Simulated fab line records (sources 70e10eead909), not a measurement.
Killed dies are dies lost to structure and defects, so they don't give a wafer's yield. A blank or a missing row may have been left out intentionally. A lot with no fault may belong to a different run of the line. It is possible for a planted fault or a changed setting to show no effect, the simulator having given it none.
The tool behind it: which one?    flow nand-harc    13 lots, 39 wafers sampled, at 5 steps of a route of 1302

== WHAT THE GAUGES SHOWED, per wafer ==
NHARC_A_BLC_INSPECT_12. Usual: 91 for raw-defect-count, sd 33.
lot   measured      on                 raw-defect-count  flag
L773  day 22 22:25  defect-inspect-02  97 105 105        
L774  day 22 23:37  defect-inspect-01  59 45 45          
L776  day 23 16:27  defect-inspect-01  50 72 59          
L775  day 23 17:31  defect-inspect-02  71 74 79          
L785  day 27 08:11  defect-inspect-02  91 112 78         
L784  day 27 11:04  defect-inspect-01  107 85 74         
L789  day 29 01:38  defect-inspect-02  137 150 127       
L791  day 30 17:01  defect-inspect-01  119 122 104       
L792  day 31 00:23  defect-inspect-02  107 119 98        
L794  day 31 08:23  defect-inspect-02  92 76 81          
L793  day 31 09:26  defect-inspect-02  97 87 78          
L795  day 32 06:39  defect-inspect-01  84 83 76          
L796  day 32 07:13  defect-inspect-01  73 66 68          

NHARC_A_M0_INSPECT_11. Usual: 90 for raw-defect-count, sd 33.
lot   measured      on                 raw-defect-count  flag
L773  day 23 02:29  defect-inspect-01  96 107 105        
L774  day 23 03:41  defect-inspect-02  59 44 42          
L776  day 23 20:28  defect-inspect-02  50 70 60          
L775  day 23 21:35  defect-inspect-02  71 75 80          
L785  day 27 12:05  defect-inspect-01  92 111 77         
L784  day 27 15:14  defect-inspect-02  107 88 74         
L789  day 29 05:51  defect-inspect-01  142 145 125       
L791  day 30 21:03  defect-inspect-01  115 123 104       
L792  day 31 04:26  defect-inspect-01  110 120 97        
L794  day 31 12:57  defect-inspect-01  88 77 80          
L793  day 31 13:28  defect-inspect-02  95 84 81          
L795  day 32 10:41  defect-inspect-01  82 76 74          
L796  day 32 11:10  defect-inspect-01  71 73 63          

NHARC_END_SORT_01. Usual: for defect-limited-yield, 89.8 % with a standard deviation of 2.9; for killed-at-array, 65 with a standard deviation of 19; for killed-at-other, 0.9 with a standard deviation of 1.1; for killed-at-periphery, 3.5 with a standard deviation of 2.3; for killed-dies, 69 with a standard deviation of 19; for killed-open, 3.2 with a standard deviation of 1.8; for killed-short, 2.4 with a standard deviation of 1.5.
lot   measured      on         defect-limited-yield (%)  killed-at-array  killed-at-other  killed-at-periphery  killed-dies  killed-open  killed-short  flag
L773  day 24 22:46  prober-01  91.3 90.7 90.8            55 60 59         0 0 1            4 3 2                59 63 62     2 3 2        1 2 1         
L774  day 25 01:29  prober-02  92.2 93.4 94.1            50 34 32         0 1 0            3 10 8               53 45 40     2 3 5        4 4 1         
L776  day 25 11:32  prober-02  93.1 91.1 92.8            43 55 44         1 1 3            3 4 2                47 60 49     2 4 1        3 1 2         
L775  day 25 13:08  prober-01  91.7 90.0 90.3            53 61 65         0 0 0            3 7 1                56 68 66     3 5 2        3 4 4         
L785  day 29 04:52  prober-01  88.5 88.5 90.4            72 76 62         1 0 1            5 2 2                78 78 65     4 2 4        5 1 3         
L784  day 29 04:04  prober-02  91.1 90.8 93.2            58 60 43         1 1 1            1 1 2                60 62 46     1 2 2        3 6 1         
L789  day 31 02:38  prober-01  84.2 84.8 86.0            101 99 86        0 0 0            6 4 9                107 103 95   2 2 2        2 3 4         
L791  day 32 18:13  prober-01  87.0 86.6 88.0            84 88 74         3 1 1            1 2 6                88 91 81     8 3 2        2 1 5         
L792  day 33 04:09  prober-02  86.9 86.3 87.3            82 86 78         4 2 4            3 5 4                89 93 86     4 2 6        3 1 6         
L794  day 33 04:07  prober-01  87.9 90.4 90.0            75 62 66         3 1 1            4 2 1                82 65 68     5 1 2        3 3 3         
L793  day 33 11:55  prober-02  90.4 89.5 90.4            59 64 65         2 2 0            4 5 0                65 71 65     7 6 3        2 1 5         
L795  day 34 01:17  prober-02  91.1 89.5 92.2            60 68 52         0 1 0            0 2 1                60 71 53     1 6 3        0 4 1         
L796  day 34 01:14  prober-01  90.8 92.0 91.4            59 50 55         1 2 1            2 2 2                62 54 58     0 1 6        3 1 2         

== WHAT TOOL EACH LOT RAN ON (gives the tool, then ch and the chambers of the sampled wafers, and finally the start) ==
lot   NHARC_A_M0_SOFTBAKE_04             NHARC_A_M0_ETCH_34
L773  litho-track-04 ch 0, day 23 01:00  rie-diel-10 ch 1,3, day 23 02:37
L774  litho-track-04 ch 0, day 23 03:00  rie-diel-09 ch 0,1,3, day 23 03:51
L776  litho-track-06 ch 0, day 23 19:00  rie-diel-09 ch 0,1,3, day 23 20:38
L775  litho-track-06 ch 0, day 23 21:00  rie-diel-09 ch 1,2,3, day 23 21:45
L785  litho-track-06 ch 0, day 27 11:00  rie-diel-09 ch 0,1,2, day 27 12:14
L784  litho-track-06 ch 0, day 27 14:00  rie-diel-02 ch 1,2,3, day 27 15:23
L789  litho-track-04 ch 0, day 29 05:00  rie-diel-02 ch 0,1, day 29 06:01
L791  litho-track-04 ch 0, day 30 20:00  rie-diel-02 ch 0,2,3, day 30 21:13
L792  litho-track-06 ch 0, day 31 03:00  rie-diel-02 ch 1,2,3, day 31 04:35
L794  litho-track-01 ch 0, day 31 12:00  rie-diel-02 ch 0,1,3, day 31 13:06
L793  litho-track-01 ch 0, day 31 12:00  rie-diel-02 ch 0,1,3, day 31 13:37
L795  litho-track-01 ch 0, day 32 10:00  rie-diel-09 ch 0,2,3, day 32 10:50
L796  litho-track-01 ch 0, day 32 10:00  rie-diel-09 ch 0,1,3, day 32 11:26
- NHARC_A_M0_SOFTBAKE_04: time 55 s.
- NHARC_A_M0_ETCH_34: etches the open film in N2/H2, target depth 40 nm, overetch 12 nm, time 43.94 s.

== AS READ BY THE TOOLS THEMSELVES (means over the sampled wafers that have a number; for cases with no such wafer, the mark the record gives instead) ==
NHARC_A_M0_SOFTBAKE_04. Usual: 188.46 W for heater-power-total-W, sd 0.14.
lot   tool            heater-power-total-W (W)  flag
L773  litho-track-04  188.66                    
L774  litho-track-04  188.39                    
L776  litho-track-06  188.39                    
L775  litho-track-06  188.52                    
L785  litho-track-06  233.38                    OFF
L784  litho-track-06  278.13                    OFF
L789  litho-track-04  188.42                    
L791  litho-track-04  188.32                    
L792  litho-track-06  188.55                    
L794  litho-track-01  188.33                    
L793  litho-track-01  188.37                    
L795  litho-track-01  188.37                    
L796  litho-track-01  188.45                    

NHARC_A_M0_ETCH_34. Usual: bias-w 150.0 W, standard deviation 0.45; drypump-motor-current-A 5.9 A, standard deviation 0.34; oes-product-au 1.002 a.u., standard deviation 0.011; rf-vpp-V 430.1 V, standard deviation 2.2; showerhead-plenum-p-Torr 2.03 Torr, standard deviation 0.072; throttle-valve-pct 14.170 %, standard deviation 0.0087.
lot   tool         bias-w (W)  drypump-motor-current-A (A)  oes-product-au (a.u.)  rf-vpp-V (V)  showerhead-plenum-p-Torr (Torr)  throttle-valve-pct (%)  flag
L773  rie-diel-10  149.9       5.4                          1.013                  431.1         2.05                             14.172                  
L774  rie-diel-09  149.9       5.8                          1.019                  430.8         2.04                             14.169                  
L776  rie-diel-09  150.1       5.8                          1.014                  429.4         2.04                             14.175                  
L775  rie-diel-09  150.2       5.9                          1.012                  429.8         2.02                             14.170                  
L785  rie-diel-09  150.1       6.1                          0.989                  431.5         2.05                             14.177                  
L784  rie-diel-02  150.1       5.7                          1.004                  429.3         2.00                             14.162                  
L789  rie-diel-02  149.7       5.9                          1.005                  430.4         2.04                             14.177                  
L791  rie-diel-02  149.6       5.8                          1.004                  428.3         1.98                             14.167                  
L792  rie-diel-02  150.1       5.7                          1.009                  429.3         2.00                             14.171                  
L794  rie-diel-02  150.1       6.0                          1.005                  429.2         1.99                             14.170                  
L793  rie-diel-02  149.9       6.0                          1.005                  428.4         1.99                             14.171                  
L795  rie-diel-09  149.9       5.9                          0.998                  432.2         2.09                             14.170                  
L796  rie-diel-09  150.1       5.8                          0.999                  430.7         2.04                             14.173                  

== THE ANSWER, worked out from the rows above alone ==
Rule: a lot counts as off when the mean over its wafers that have a number is more than 3 standard deviations away from the usual mean. Also off: a lot with no number at a reading for which 4 or more lots have one. Where the step has rows for the other lots, those lots are counted as sound. After the gauges, taken in route order, come the tools' own readings; for these a lot's mean is taken, as printed above. At the first step where some lot is off, the reading lying furthest off is the one used; lots without a number count as furthest.
Off, at NHARC_A_M0_SOFTBAKE_04 on heater-power-total-W: L785, L784.
If a tool, at that step or one of the process steps before it, ran each lot that is off and ran no sound lot following the first of them, it fits. Of those tried, none fits.

== WHAT THE SIMULATOR PUT IN ==
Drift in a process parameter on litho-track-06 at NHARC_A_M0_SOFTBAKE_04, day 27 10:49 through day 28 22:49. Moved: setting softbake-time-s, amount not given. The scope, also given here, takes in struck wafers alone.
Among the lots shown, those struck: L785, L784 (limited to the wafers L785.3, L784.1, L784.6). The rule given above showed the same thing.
